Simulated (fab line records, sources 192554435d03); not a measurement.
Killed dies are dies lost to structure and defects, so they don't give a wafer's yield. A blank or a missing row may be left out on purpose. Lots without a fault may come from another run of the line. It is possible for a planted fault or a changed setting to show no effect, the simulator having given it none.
The same fault as seen by 3 desks || flow n5Finfet || what lay behind the numbers comes last; until then each desk has only its own

FOR THE TOOL OWNER'S DESK: lithoTrack-03
The tool's own readings at N5_BEOL_M5_COAT_65 (time 60 s, resist thk 60 nm): means of the sampled wafers that have a number, for each lot that ran on this tool. Any lot whose mean is over 4 standard deviations away from the usual mean is out of limits and marked OUT; that distance is given in the brackets.
Columns: A = heaterPowerTotalW at N5_BEOL_M5_COAT_65, usual 500.5 W; B = plateTempC at N5_BEOL_M5_COAT_65, usual 250.01 C; C = spinSpeedRpm at N5_BEOL_M5_COAT_65, usual 1499.8 rpm
{"lot": "L777", "first seen here": "day 11 12:07", "A": 499.8, "B": 250.12, "C": 1500.5}
{"lot": "L782", "first seen here": "day 12 12:53", "A": "454.9 (-25) OUT", "B": "231.75 (-99 or more) OUT", "C": 1499.1}
{"lot": "L783", "first seen here": "day 13 01:02", "A": "455.1 (-25) OUT", "B": "231.56 (-99 or more) OUT", "C": 1499.9}
This desk finds L782, L783 out of limits, L782 being first, at day 12 12:53 (heaterPowerTotalW at N5_BEOL_M5_COAT_65). In limits: L777.

THE DEFECT DESK
Per lot, the means of the sampled wafers with a number show what the inspections along the route counted. Any lot whose mean is over 4 standard deviations away from the usual mean is out of limits and marked OUT; that distance is given in the brackets.
Columns: A = rawDefectCount at N5_BEOL_M5_INSPECT_13, usual 384
{"lot": "L769", "first seen here": "day 9 07:41", "A": 416}
{"lot": "L777", "first seen here": "day 11 07:36", "A": 363}
{"lot": "L782", "first seen here": "day 12 10:19", "A": 317}
{"lot": "L783", "first seen here": "day 12 23:17", "A": 388}
{"lot": "L784", "first seen here": "day 13 06:25", "A": 339}
{"lot": "L788", "first seen here": "day 14 11:52", "A": 493}
Result from this desk: across the 6 lots, nothing is out of limits.

THE METROLOGY DESK
What the gauges read for every lot (on any tool): the sampled wafers with a number, averaged. Any lot whose mean is over 4 standard deviations away from the usual mean is out of limits and marked OUT; that distance is given in the brackets.
Columns: A = M5_OVL at N5_BEOL_M5_OVL_MEAS_12, usual -0.1 nm; B = cdNm at N5_BEOL_M5_CD_MEAS_18, usual 28.0 nm
{"lot": "L769", "first seen here": "day 9 07:37", "A": 0.2, "B": 28.1}
{"lot": "L777", "first seen here": "day 11 07:33", "A": -0.8, "B": 28.2}
{"lot": "L782", "first seen here": "day 12 10:15", "A": -0.2, "B": 28.0}
{"lot": "L783", "first seen here": "day 12 23:14", "A": 0.2, "B": 28.1}
{"lot": "L784", "first seen here": "day 13 06:22", "A": -0.7, "B": 28.0}
{"lot": "L788", "first seen here": "day 14 11:49", "A": -1.2, "B": 28.5}
Result from this desk: across the 6 lots, nothing is out of limits.

PUT TOGETHER
The tool owner's desk could have raised an alarm at day 12 12:53, on L782, L783.
The defect desk saw nothing out of limits.
The metrology desk saw nothing out of limits.
The defect desk has L782, L783 on record, within its limits.
The metrology desk has L782, L783 on record, within its limits.
On lithoTrack-03, each named lot ran N5_BEOL_M5_COAT_65.

WHAT WAS PUT IN BY THE SIMULATOR
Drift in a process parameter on lithoTrack-03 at N5_BEOL_M5_COAT_65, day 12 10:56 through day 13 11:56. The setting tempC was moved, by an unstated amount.
Shown lots that were struck: L782, L783.
Time in hours from fault onset to the first out-of-limits reading at each desk: the tool owner's desk, 2.
